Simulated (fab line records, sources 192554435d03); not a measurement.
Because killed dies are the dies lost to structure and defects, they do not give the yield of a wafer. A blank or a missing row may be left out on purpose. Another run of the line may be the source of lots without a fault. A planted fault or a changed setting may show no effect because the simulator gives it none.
fab line records	flow n5-finfet
[record] lots = 7	wafers = 21
route steps=1938 shown BEOL_M12@1609 BEOL_M14@1716 BEOL_M15@1801
start-h: the number of hours between the record's first day and the start of the first shown wafer of the lot	wait-h: hours elapsed since this lot's preceding step	" the same as in the row above	L1.1+2: a row that stands for several wafers	- value missing, or start not given	* or withheld: withheld	< > ~ a bound
route shown NAME@n: names a module that has steps shown in the file, with the first one's number in the route	usual: mean/standard deviation of fault-free wafers	same: alike in all rows	chamber/n: place in a boat	sites: per-site readings	_std_site: standard deviation of those values	_edge_site: the outer-site mean with the inner-site mean subtracted	radius-mm: how far each site lies from the wafer's centre	mask NAME#n: copy n	behind: the last tool/chamber to shape the wafer	hold: why the lot was held/for how many hours/how that ended	device: names the non-switching transistor (n, p or np)	end of line: the same wafers' tests at the end of the route	a step with no rows: only its recipe	killed: not the wafer's yield, but the dies lost to structure and defects at the first sort	map: per-die view of a wafer (x killed, . not killed, _ where there is no die)
set.NAME: the run value of the setting; set.NAME@STEP: its run value at that earlier step	model.NAME: the simulator's own value behind a step, which no gauge read
lots whose settings were changed on purpose; a table a step, a row a wafer
[[steps]]
[step N5_BEOL_M12_PEB_08]
[recipe] peb-temp-c = 130	peb-time-s = 90
lot.wafer	tool	chamber	start-h	wait-h	set.peb-time-s
L074.3+4	litho-track-02	0	240.81	0.0	102.6
L074.5	"	0	"	"	90
L076.1+4+6	litho-track-02	0	254.67	0.1	90
L080.2+6	litho-track-04	0	277.39	0.0	90
L080.5	"	0	"	"	109.2
L081.3+6	litho-track-03	0	282.81	0.0	90
L081.4	"	0	"	"	80.96
L088.1+2+5	litho-track-04	0	324.20	0.1	90
L090.1+4+6	litho-track-02	0	339.18	0.1	95.81
L097.1	litho-track-04	0	393.08	0.1	90
L097.2+5	"	0	"	"	82.4
[step N5_BEOL_M12_DEVELOP_09]
[recipe] develop-time-s = 45	rinse-liquid = diw	dry = air-spin	dev-temp-c = 21
[step N5_BEOL_M12_HARDBAKE_14]
[recipe] temp-c = 130	time-s = 120
[step N5_BEOL_M12_DESCUM_15]
[recipe] chemistry = O2	time-s = 7.9	source-power-w = 50	bias-power-w = 20	pressure-mtorr = 20	rf-frequency-hz = 2.712e+07	temp-c = 40	o2-flow-sccm = 225
[step N5_BEOL_M12_ETCH_59]
[recipe] chemistry = N2/H2	target = BARC	target-depth-a = 890	overetch-a = 267	time-s = 67.9	ion-energy-ev = 200	pressure-mtorr = 30	source-w = 840	bias-w = 150	n2-flow-sccm = 200	h2-flow-sccm = 200
[step N5_BEOL_M12_VIA_ETCH_16]
[recipe] chemistry = C4F8/O2/Ar	target = SiOC	pressure-mtorr = 30	source-w = 3000	bias-w = 700	Ar_flow_sccm = 400	C4F8_flow_sccm = 15	O2_flow_sccm = 8	he-inner-torr = 15	he-outer-torr = 30	target-depth-a = 7248	time-s = withheld	ion-energy-ev = 250	ends = cleared
lot.wafer	tool	chamber	start-h	wait-h	set.time-s@BEOL_M12_ILD_DEP_00	model.etch.depth-nm	model.coat_of_BEOL_M12_COAT_04.thk-nm
L074.3	rie-diel-04	1	241.10	0.0	*	551.8	152.2
L074.4	"	3	"	"	*	659.9	121.4
L074.5	"	3	"	"	*	569.5	145.6
L076.1	rie-diel-01	3	254.96	0.0	*	679.7	115.2
L076.4	"	2	"	"	*	656.6	125.8
L076.6	"	1	"	"	*	688.8	115.6
L080.2	rie-diel-04	3	277.68	0.0	*	654	122.8
L080.5	"	0	"	"	*	667.3	118
L080.6	"	3	"	"	*	662.4	118.6
L081.3	rie-diel-01	3	283.10	0.0	*	659.4	121.8
L081.4	"	0	"	"	*	587.9	142.2
L081.6	"	1	"	"	*	582.1	145.6
L088.1	rie-diel-01	3	324.49	0.0	*	655.6	122.8
L088.2	"	2	"	"	*	659.3	125
L088.5	"	2	"	"	*	669.2	120.6
L090.1	rie-diel-04	2	339.47	0.0	*	653.6	126.8
L090.4	"	0	"	"	*	591.1	142.2
L090.6	"	0	"	"	*	589.2	142.2
L097.1	rie-diel-04	3	393.37	0.0	*	573.8	149.2
L097.2	"	1	"	"	*	585.9	146.6
L097.5	"	1	"	"	*	667.1	122.4
[step N5_BEOL_M12_STRIP_63]
[recipe] chemistry = N2/H2	power-w = 1000	temp-c = 250	h2-frac = 0.65	overash-fraction = 0.3	pressure-mtorr = 1000	n2-flow-sccm = 1750	h2-flow-sccm = 3250
[usual] strip-time-to-endpoint-s = 42.6/0.88
lot.wafer	tool	chamber	start-h	wait-h	set.time-s@BEOL_M12_ILD_DEP_00	strip-time-to-endpoint-s
L074.3	plasma-asher-01	0	241.32	-	112.3	50.2
L074.4	"	1	"	"	130.7	42.0
L074.5	"	1	"	"	112.3	48.5
L076.1	plasma-asher-02	1	255.16	-	136.4	40.4
L076.4	"	0	"	"	130.7	43.2
L076.6	"	1	"	"	136.4	40.5
L080.2	plasma-asher-01	1	277.88	-	130.7	42.4
L080.5	"	1	"	"	130.7	41.2
L080.6	"	0	"	"	130.7	41.3
L081.3	plasma-asher-02	1	283.35	-	130.7	42.1
L081.4	"	0	"	"	114.5	47.6
L081.6	"	1	"	"	114.5	48.5
L088.1	plasma-asher-01	1	324.69	-	130.7	42.5
L088.2	"	0	"	"	130.7	43.0
L088.5	"	0	"	"	130.7	41.8
L090.1	plasma-asher-02	0	339.67	-	130.7	43.5
L090.4	"	0	"	"	116.7	47.6
L090.6	"	0	"	"	116.7	47.6
L097.1	plasma-asher-02	0	393.57	-	117.3	49.5
L097.2	"	1	"	"	117.3	48.8
L097.5	"	0	"	"	130.7	42.3
[step N5_BEOL_M12_SPUTTER_44]
[recipe] material = Ta	target-thk-a = 100	temp-c = 50	bias-v = 80	power-w = 15000	chamber-pressure-pa = 0.07	time-s = 16.13
lot.wafer	tool	chamber	start-h	wait-h	set.power-w	model.Ta_of_BEOL_M12_SPUTTER_44.thk-nm
L074.3	pvd-sputter-03	-	245.51	0.0	15000	10
L074.4+5	"	-	"	"	12350	8.2
L076.1	pvd-sputter-01	-	257.46	0.0	15000	10.2
L076.4+6	"	-	"	"	15000	10
L080.2+5	pvd-sputter-02	-	280.98	0.0	15000	9.8
L080.6	"	-	"	"	15000	10
L081.3	pvd-sputter-02	-	287.69	0.0	13880	9.4
L081.4+6	"	-	"	"	15000	10.2
L088.1+2	pvd-sputter-03	-	328.74	0.0	15000	10
L088.5	"	-	"	"	15000	9.8
L090.1+6	pvd-sputter-02	-	345.73	0.0	12330	8.2
L090.4	"	-	"	"	15000	10
L097.1	pvd-sputter-02	-	397.64	0.0	15000	10.2
L097.2	"	-	"	"	13860	9.4
L097.5	"	-	"	"	13860	9.6
[step N5_BEOL_M14_ILD_DEP_00]
[recipe] material = SiO2	target-thk-a = 11193	temp-c = 400	precursor = TEOS/O2	pressure-torr = 6.5	rf-w = 900	teos-flow-sccm = 161.4	gas = O2	flow-sccm = 2650	time-s = 237.4
lot.wafer	tool	chamber	start-h	wait-h	set.temp-c	model.SiO2_of_BEOL_M14_ILD_DEP_00.thk-nm
L074.3	pecvd-02	0	253.61	0.0	400	1129
L074.4	"	0	"	"	400	1133
L074.5	"	1	"	"	400	1146
L076.1	pecvd-01	1	266.06	0.0	395.9	1145
L076.4	"	0	"	"	395.9	1151
L076.6	"	2	"	"	400	1129
L080.2	pecvd-02	1	287.55	0.0	400	1096
L080.5+6	"	1,0	"	"	400	1120
L081.3	pecvd-01	1	294.03	0.0	400	1119
L081.4	"	1	"	"	395.8	1173
L081.6	"	0	"	"	400	1124
L088.1+5	pecvd-01	2,0	337.90	0.0	400	1118
L088.2	"	0	"	"	400	1107
L090.1	pecvd-01	2	355.69	0.0	396.1	1144
L090.4	"	0	"	"	400	1126
L090.6	"	2	"	"	396.1	1158
L097.1	pecvd-03	0	407.32	0.0	408	1031
L097.2	"	2	"	"	408	1042
L097.5	"	2	"	"	400	1113
[step N5_BEOL_M14_THK_MEAS_01]
[recipe] reads = SiO2_of_BEOL_M14_ILD_DEP_00
[usual] M14_ILD_THK = 1117/13
lot.wafer	tool	chamber	start-h	wait-h	set.temp-c@BEOL_M14_ILD_DEP_00	M14_ILD_THK[nm]
L074.3	film-metro-01	-	253.80	0.1	400	1129
L074.4	"	-	"	"	400	1133
L074.5	"	-	"	"	400	1146
L076.1	film-metro-02	-	266.25	0.1	395.9	1145
L076.4	"	-	"	"	395.9	1150
L076.6	"	-	"	"	400	1129
L080.2	film-metro-02	-	287.74	0.1	400	1095
L080.5	"	-	"	"	400	1121
L080.6	"	-	"	"	400	1120
L081.3	film-metro-02	-	294.22	0.1	400	1117
L081.4	"	-	"	"	395.8	1173
L081.6	"	-	"	"	400	1124
L088.1	film-metro-01	-	338.09	0.1	400	1119
L088.2	"	-	"	"	400	1107
L088.5	"	-	"	"	400	1116
L090.1	film-metro-02	-	355.87	0.1	396.1	1144
L090.4	"	-	"	"	400	1126
L090.6	"	-	"	"	396.1	1157
L097.1	film-metro-01	-	407.59	0.2	408	1031
L097.2	"	-	"	"	408	1042
L097.5	"	-	"	"	400	1113
[step N5_BEOL_M14_COAT_58]
[recipe] resist = BARC	temp-c = 205	time-s = 60	spin-rpm = 1500	resist-thk-nm = 89
[step N5_BEOL_M14_COAT_04]
[recipe] spin-rpm = 1704	resist-thk-nm = 800
[step N5_BEOL_M14_DESCUM_15]
[recipe] chemistry = O2	time-s = 7.9	source-power-w = 50	bias-power-w = 20	pressure-mtorr = 20	rf-frequency-hz = 2.712e+07	temp-c = 40	o2-flow-sccm = 225
[step N5_BEOL_M14_ETCH_59]
[recipe] chemistry = N2/H2	target = BARC	target-depth-a = 890	overetch-a = 267	time-s = 67.9	ion-energy-ev = 200	pressure-mtorr = 30	source-w = 840	bias-w = 150	n2-flow-sccm = 200	h2-flow-sccm = 200
[step N5_BEOL_M14_VIA_ETCH_16]
[recipe] chemistry = C4F8/O2/Ar	target = SiO2	he-inner-torr = 15	he-outer-torr = 30	target-depth-a = 12313	time-s = withheld	ion-energy-ev = 800	pressure-mtorr = 20	source-w = 1905	bias-w = 2040	Ar_flow_sccm = 400	C4F8_flow_sccm = 16	O2_flow_sccm = 12	ends = cleared
lot.wafer	tool	chamber	start-h	wait-h	set.temp-c@BEOL_M14_ILD_DEP_00	model.etch.depth-nm
L074.3	rie-diel-04	3	254.55	0.0	400	1129
L074.4	"	2	"	"	400	1133
L074.5	"	2	"	"	400	1146
L076.1	rie-diel-01	2	266.74	0.0	395.9	1145
L076.4	"	1	"	"	395.9	1151
L076.6	"	2	"	"	400	1129
L080.2	rie-diel-01	3	288.53	0.0	400	1096
L080.5+6	"	2,1	"	"	400	1120
L081.3	rie-diel-04	1	294.94	0.0	400	1119
L081.4	"	2	"	"	395.8	1173
L081.6	"	2	"	"	400	1124
L088.1+5	rie-diel-04	0,3	338.70	0.0	400	1118
L088.2	"	1	"	"	400	1107
L090.1	rie-diel-05	2	356.48	0.0	396.1	1144
L090.4	"	2	"	"	400	1126
L090.6	"	0	"	"	396.1	1158
L097.1	rie-diel-05	3	408.11	0.0	408	1031
L097.2	"	2	"	"	408	1042
L097.5	"	2	"	"	400	1113
[step N5_BEOL_M15_PEB_26]
[recipe] peb-temp-c = 130	peb-time-s = 90
lot.wafer	tool	chamber	start-h	wait-h	set.peb-temp-c
L074.3+5	litho-track-01	0	261.26	0.0	129
L074.4	"	0	"	"	130
L076.1+6	litho-track-03	0	272.51	0.1	126.4
L076.4	"	0	"	"	130
L080.2+5+6	litho-track-02	0	298.06	0.0	130
L081.3	litho-track-01	0	302.55	0.0	130
L081.4+6	"	0	"	"	133.1
L088.1+2+5	litho-track-01	0	348.57	0.1	130
L090.1	litho-track-03	0	361.72	0.1	131.3
L090.4+6	"	0	"	"	130
L097.1+2+5	litho-track-03	0	417.02	0.1	130
[step N5_BEOL_M15_DEVELOP_27]
[recipe] develop-time-s = 45	rinse-liquid = diw	dry = air-spin	dev-temp-c = 21
[step N5_BEOL_M15_HARDBAKE_32]
[recipe] temp-c = 130	time-s = 120
[step N5_BEOL_M15_CD_MEAS_28]
[recipe] target-cd-nm = 407.6	landing-energy-ev = 500	detector = se-inlens
[usual] cd-nm = 407.8/1.8
lot.wafer	tool	chamber	start-h	wait-h	set.peb-temp-c@BEOL_M15_PEB_26	cd-nm
L074.3	cd-sem-03	0	261.38	-	129	401.9
L074.4	"	0	"	"	130	406.2
L074.5	"	0	"	"	129	400.7
L076.1	cd-sem-03	0	272.63	-	126.4	389.3
L076.4	"	0	"	"	130	407.3
L076.6	"	0	"	"	126.4	388.4
L080.2	cd-sem-03	0	298.17	-	130	407.2
L080.5	"	0	"	"	130	409.2
L080.6	"	0	"	"	130	408.0
L081.3	cd-sem-03	0	302.67	-	130	406.4
L081.4	"	0	"	"	133.1	419.4
L081.6	"	0	"	"	133.1	419.9
L088.1	cd-sem-03	0	348.68	-	130	405.5
L088.2	"	0	"	"	130	404.6
L088.5	"	0	"	"	130	404.9
L090.1	cd-sem-03	0	361.83	-	131.3	413.9
L090.4	"	0	"	"	130	408.2
L090.6	"	0	"	"	130	409.4
L097.1	cd-sem-01	0	417.13	-	130	410.1
L097.2	"	0	"	"	130	409.0
L097.5	"	0	"	"	130	410.2
[step N5_BEOL_M15_DESCUM_33]
[recipe] chemistry = O2	time-s = 7.9	source-power-w = 50	bias-power-w = 20	pressure-mtorr = 20	rf-frequency-hz = 2.712e+07	temp-c = 40	o2-flow-sccm = 225
lot.wafer	tool	chamber	start-h	wait-h	set.peb-temp-c@BEOL_M15_PEB_26	model.BEOL_M15.cd-nm
L074.3	rie-diel-06	0	261.49	0.0	129	401.6
L074.4	"	0	"	"	130	406.4
L074.5	"	1	"	"	129	400.4
L076.1	rie-diel-03	3	272.71	0.0	126.4	389.4
L076.4	"	0	"	"	130	407.4
L076.6	"	0	"	"	126.4	388.6
L080.2	rie-diel-02	2	298.51	0.3	130	407.4
L080.5	"	1	"	"	130	409.2
L080.6	"	2	"	"	130	408
L081.3	rie-diel-02	1	302.76	0.0	130	406.4
L081.4	"	2	"	"	133.1	419.4
L081.6	"	3	"	"	133.1	419.8
L088.1	rie-diel-06	3	349.96	1.2	130	405.4
L088.2+5	"	2,0	"	"	130	404.8
L090.1	rie-diel-02	0	361.92	0.0	131.3	414.2
L090.4	"	1	"	"	130	408
L090.6	"	2	"	"	130	409.6
L097.1	rie-diel-02	3	417.32	0.1	130	410.2
L097.2	"	1	"	"	130	408.6
L097.5	"	1	"	"	130	410.4
[step N5_BEOL_M15_ETCH_61]
[recipe] chemistry = N2/H2	target = BARC	target-depth-a = 890	overetch-a = 267	time-s = 67.9	ion-energy-ev = 200	pressure-mtorr = 30	source-w = 840	bias-w = 150	n2-flow-sccm = 200	h2-flow-sccm = 200
lot.wafer	tool	chamber	start-h	wait-h	set.peb-temp-c@BEOL_M15_PEB_26	model.BEOL_M15.cd-nm
L074.3	rie-diel-06	0	261.53	0.0	129	394.8
L074.4	"	0	"	"	130	398.8
L074.5	"	1	"	"	129	393.2
L076.1	rie-diel-03	3	272.75	0.0	126.4	382.2
L076.4	"	0	"	"	130	399.4
L076.6	"	0	"	"	126.4	379.8
L080.2	rie-diel-02	2	298.55	0.0	130	399
L080.5	"	1	"	"	130	401.8
L080.6	"	2	"	"	130	400
L081.3	rie-diel-02	1	302.79	0.0	130	398.8
L081.4	"	2	"	"	133.1	411
L081.6	"	3	"	"	133.1	412.4
L088.1	rie-diel-06	3	349.99	0.0	130	398.2
L088.2+5	"	2,0	"	"	130	397.8
L090.1	rie-diel-02	0	361.96	0.0	131.3	407.2
L090.4	"	1	"	"	130	401
L090.6	"	2	"	"	130	402.4
L097.1	rie-diel-02	3	417.35	0.0	130	401.2
L097.2	"	1	"	"	130	400.6
L097.5	"	1	"	"	130	402.6
[step N5_BEOL_M15_TRENCH_ETCH_34]
[recipe] chemistry = C4F8/O2/Ar	target = SiO2	target-depth-a = 8729.3	he-inner-torr = 15	he-outer-torr = 30	time-s = 199	ion-energy-ev = 800	pressure-mtorr = 20	source-w = 1905	bias-w = 2040	Ar_flow_sccm = 400	C4F8_flow_sccm = 16	O2_flow_sccm = 12
lot.wafer	tool	chamber	start-h	wait-h	set.time-s	set.peb-temp-c@BEOL_M15_PEB_26	model.etch.depth-nm	model.coat_of_BEOL_M15_COAT_22.thk-nm	model.BEOL_M15.cd-nm
L074.3	rie-diel-06	0	261.58	0.0	162.5	129	704.1	576.2	393.4
L074.4	"	0	"	"	199	130	864.4	544.4	398.8
L074.5	"	1	"	"	162.5	129	691.2	578	392.2
L076.1	rie-diel-03	3	272.80	0.0	223.8	126.4	965.5	521.2	382.4
L076.4	"	0	"	"	199	130	860	544.2	399.2
L076.6	"	0	"	"	223.8	126.4	965.5	526.6	380.6
L080.2	rie-diel-02	2	298.60	0.0	162.5	130	701.3	577.2	397.2
L080.5	"	1	"	"	199	130	883	539.6	402.2
L080.6	"	2	"	"	199	130	854	547.4	399.8
L081.3	rie-diel-02	1	302.85	0.0	199	130	892.6	535.8	398.8
L081.4	"	2	"	"	199	133.1	855	547.4	410.8
L081.6	"	3	"	"	199	133.1	909.1	528.2	412.6
L088.1	rie-diel-06	3	350.04	0.0	199	130	890	538.6	398.6
L088.2	"	2	"	"	199	130	886.9	535	397.6
L088.5	"	0	"	"	199	130	861.5	545.4	397.2
L090.1	rie-diel-02	0	362.01	0.0	199	131.3	885.6	539.4	407.2
L090.4	"	1	"	"	199	130	865.7	545	401.4
L090.6	"	2	"	"	199	130	835.8	553.4	402
L097.1	rie-diel-02	3	417.41	0.0	199	130	905.8	530.4	401.8
L097.2	"	1	"	"	199	130	885.5	540.6	401.4
L097.5	"	1	"	"	199	130	873.7	542.8	403
[step N5_BEOL_M15_STRIP_36]
[recipe] chemistry = O2	power-w = 600	temp-c = 60	pressure-mtorr = 30	rf-frequency-hz = 6e+07	bias-power-w = 0	overash-fraction = 0.3	o2-flow-sccm = 225
[step N5_BEOL_M15_ECD_47]
[recipe] material = Cu	target-thk-a = 18600
[step N5_BEOL_M15_ANNEAL_48]
[recipe] temp-c = 225	time-s = 90	ambient = N2
[step N5_BEOL_M15_CMP_49]
[recipe] stop-on = SiO2	t-overpolish-s = 4.9	down-force-psi = 2	platen-rpm = 80	clearing-platen-down-force-psi = 2	clearing-platen-rpm = 80	post-cmp-clean = cu-alkaline	target-thk-nm = 850	clearing-platen-pad-velocity-m-s = 1.5917	pad-velocity-m-s = 1.5917
lot.wafer	tool	chamber	start-h	wait-h	set.time-s@BEOL_M15_TRENCH_ETCH_34	model.Cu_of_BEOL_M15_ECD_47.thk-nm
L074.4	cmp-04	0	265.19	0.2	199	840
L074.3	"	2	"	"	162.5	680.6
L074.5	"	3	"	"	162.5	668
L076.1	cmp-01	0	275.32	0.3	223.8	942.6
L076.4	"	2	"	"	199	836
L076.6	"	0	"	"	223.8	943
L080.2	cmp-03	2	302.93	0.3	162.5	676
L080.5	"	1	"	"	199	859.2
L080.6	"	2	"	"	199	828.2
L081.4	cmp-04	3	306.12	0.2	199	831.2
L081.3	"	0	"	"	199	870
L081.6	"	2	"	"	199	885.8
L088.2	cmp-01	3	352.99	0.4	199	866.2
L088.1	"	1	"	"	199	867
L088.5	"	3	"	"	199	840.2
L090.4	cmp-03	0	365.09	0.1	199	840.4
L090.1	"	1	"	"	199	863.2
L090.6	"	0	"	"	199	811.4
L097.1	cmp-04	2	420.96	0.3	199	882.8
L097.2	"	3	"	"	199	862.6
L097.5	"	1	"	"	199	850.6
[step N5_BEOL_M15_THK_MEAS_50]
[recipe] thk-meas-gauge = xrf	reads = Cu_of_BEOL_M15_ECD_47
[usual] M15_THK = 829/19
lot.wafer	tool	chamber	start-h	wait-h	set.time-s@BEOL_M15_TRENCH_ETCH_34	M15_THK[nm]
L074.3	film-metro-02	-	265.45	-	162.5	664
L074.4	"	-	"	"	199	817
L074.5	"	-	"	"	162.5	651
L076.1	film-metro-02	-	275.61	-	223.8	899
L076.4	"	-	"	"	199	801
L076.6	"	-	"	"	223.8	902
L080.2	film-metro-01	-	303.19	-	162.5	649
L080.5	"	-	"	"	199	823
L080.6	"	-	"	"	199	792
L081.3	film-metro-02	-	306.34	-	199	845
L081.4	"	-	"	"	199	805
L081.6	"	-	"	"	199	860
L088.1	film-metro-01	-	353.29	-	199	839
L088.2	"	-	"	"	199	841
L088.5	"	-	"	"	199	816
L090.1	film-metro-01	-	365.39	-	199	842
L090.4	"	-	"	"	199	818
L090.6	"	-	"	"	199	796
L097.1	film-metro-02	-	421.18	-	199	853
L097.2	"	-	"	"	199	835
L097.5	"	-	"	"	199	824
[step N5_BEOL_M15_PRE_CLEAN_52]
[recipe] gas = NH3	time-s = 15	temp-c = withheld	rf-power-w = 300
[step N5_BEOL_M15_DEP_53]
[recipe] material = SiCN	target-thk-a = 500	temp-c = withheld	precursor = 3MS/NH3	pressure-torr = 3	rf-w = 675	time-s = 17.8
[step N5_BEOL_M15_RS_MEAS_54]
[recipe] thk-meas-gauge = four-point-probe	reads = Cu_of_BEOL_M15_ECD_47+Ta_of_BEOL_M15_SPUTTER_44+TaN_of_BEOL_M15_SPUTTER_43
[usual] M15_RS = 0.0215/0.00048
lot.wafer	tool	chamber	start-h	wait-h	set.time-s@BEOL_M15_TRENCH_ETCH_34	M15_RS[ohm/sq]
L074.3	film-metro-02	-	265.57	0.1	162.5	0.0271
L074.4	"	-	"	"	199	0.0218
L074.5	"	-	"	"	162.5	0.0275
L076.1	film-metro-02	-	275.74	0.0	223.8	0.0194
L076.4	"	-	"	"	199	0.0219
L076.6	"	-	"	"	223.8	0.0194
L080.2	film-metro-02	-	303.32	0.1	162.5	0.0272
L080.5	"	-	"	"	199	0.0214
L080.6	"	-	"	"	199	0.0222
L081.3	film-metro-02	-	306.47	0.1	199	0.0210
L081.4	"	-	"	"	199	0.0221
L081.6	"	-	"	"	199	0.0207
L088.1	film-metro-02	-	353.42	0.0	199	0.0211
L088.2	"	-	"	"	199	0.0211
L088.5	"	-	"	"	199	0.0218
L090.1	film-metro-02	-	365.52	0.0	199	0.0212
L090.4	"	-	"	"	199	0.0218
L090.6	"	-	"	"	199	0.0226
L097.1	film-metro-01	-	421.31	0.0	199	0.0208
L097.2	"	-	"	"	199	0.0213
L097.5	"	-	"	"	199	0.0216
[[key]]
[split] step = N5_BEOL_M12_PEB_08	setting = peb-time-s	stated = 90	by = wafer
response none clear
[split] step = N5_BEOL_M12_SPUTTER_44	setting = power-w	stated = 15000	by = wafer
[response] step = N5_BEOL_M12_SPUTTER_44	reading = model.Ta_of_BEOL_M12_SPUTTER_44.thk-nm	change = +0.101	per = 1%	r = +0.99
[split] step = N5_BEOL_M14_ILD_DEP_00	setting = temp-c	stated = 400	by = wafer
[response] step = N5_BEOL_M14_ILD_DEP_00	reading = model.SiO2_of_BEOL_M14_ILD_DEP_00.thk-nm	change = -35.3	per = 1%	r = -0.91
[response] step = N5_BEOL_M14_THK_MEAS_01	reading = M14_ILD_THK	change = -35.2	per = 1%	r = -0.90
[response] step = N5_BEOL_M14_VIA_ETCH_16	reading = model.etch.depth-nm	change = -35.3	per = 1%	r = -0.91
[split] step = N5_BEOL_M15_PEB_26	setting = peb-temp-c	stated = 130	by = wafer
[response] step = N5_BEOL_M15_CD_MEAS_28	reading = cd-nm	change = +6.13	per = 1%	r = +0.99
[response] step = N5_BEOL_M15_DESCUM_33	reading = model.BEOL_M15.cd-nm	change = +6.15	per = 1%	r = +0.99
[response] step = N5_BEOL_M15_ETCH_61	reading = model.BEOL_M15.cd-nm	change = +6.08	per = 1%	r = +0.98
[response] step = N5_BEOL_M15_TRENCH_ETCH_34	reading = model.BEOL_M15.cd-nm	change = +6.01	per = 1%	r = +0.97
[split] step = N5_BEOL_M15_TRENCH_ETCH_34	setting = time-s	stated = 199	by = wafer
[response] step = N5_BEOL_M15_TRENCH_ETCH_34	reading = model.etch.depth-nm	change = +8.99	per = 1%	r = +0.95
[response] step = N5_BEOL_M15_TRENCH_ETCH_34	reading = model.coat_of_BEOL_M15_COAT_22.thk-nm	change = -1.78	per = 1%	r = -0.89
[response] step = N5_BEOL_M15_CMP_49	reading = model.Cu_of_BEOL_M15_ECD_47.thk-nm	change = +8.99	per = 1%	r = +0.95
[response] step = N5_BEOL_M15_THK_MEAS_50	reading = M15_THK	change = +8.54	per = 1%	r = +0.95
[response] step = N5_BEOL_M15_RS_MEAS_54	reading = M15_RS	change = -0.00028	per = 1%	r = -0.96
split outside-this-file step=N5_BEOL_M12_ILD_DEP_00 setting=time-s
// split outside-this-file: this setting was split too, and the file shows its column; the key of that split is in another file
